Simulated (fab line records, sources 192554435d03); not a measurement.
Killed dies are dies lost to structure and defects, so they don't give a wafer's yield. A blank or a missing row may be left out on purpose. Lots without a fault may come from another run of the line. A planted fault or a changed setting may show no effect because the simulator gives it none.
Chamber matching | flow n5_finfet | N5_STI_FIN_REVEAL_ALD_00 on ald_sin-01: 4 sister chambers
The step deposits SiO2, target thk 1 nm, pulse time 1 s. 8 wafers are shown with their chamber, then 12 later ones without.

WAFERS WITH THEIR CHAMBER
wafer  | chamber | heater_power_w (W) | heater_power_outer_w (W)
L083.5 | 2       | 466                | 281
L088.1 | 0       | 531                | 287
L091.2 | 1       | 447                | 247
L091.3 | 3       | 453                | 258
L091.5 | 0       | 512                | 283
L092.1 | 2       | 436                | 259
L092.2 | 3       | 456                | 263
L092.5 | 1       | 445                | 252

WAFERS WITHOUT THEIR CHAMBER
wafer  | heater_power_w (W) | heater_power_outer_w (W)
L093.3 | 431                | 259
L093.5 | 429                | 250
L093.6 | 462                | 262
L094.2 | 461                | 269
L094.3 | 522                | 287
L094.6 | 444                | 262
L096.4 | 439                | 252
L096.5 | 434                | 253
L096.6 | 520                | 289
L097.2 | 433                | 261
L097.3 | 467                | 265
L097.6 | 432                | 260

WHICH CHAMBER EACH WENT THROUGH
wafer  | from the rows above          | in truth
L093.3 | can't be placed: 1 or 3 or 2 | 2
L093.5 | can't be placed: 1 or 3 or 2 | 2
L093.6 | can't be placed: 3 or 2 or 1 | 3
L094.2 | can't be placed: 2 or 3 or 1 | 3
L094.3 | 0                            | 0
L094.6 | can't be placed: 3 or 2 or 1 | 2
L096.4 | can't be placed: 1 or 3 or 2 | 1
L096.5 | can't be placed: 1 or 3 or 2 | 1
L096.6 | 0                            | 0
L097.2 | can't be placed: 3 or 1 or 2 | 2
L097.3 | can't be placed: 3 or 2 or 1 | 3
L097.6 | can't be placed: 1 or 3 or 2 | 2
Placed correctly: 2 of 12. Can't be placed from these rows: 10 (the true chamber is among the candidates in 10). Placed wrongly: 0.
How it was worked out, from the rows above alone: a wafer's distance from a chamber is the root of the sum, over the readings, of the square of ((its reading less the chamber's mean) divided by the reading's scatter). The wafer belongs to the nearest chamber; if the next one is less than 2 further off, it can't be placed. A chamber's mean is the mean of its shown wafers. The scatter: the root of (the sum of the squares of (reading less its chamber's mean) over the shown wafers, divided by (wafers less chambers)).
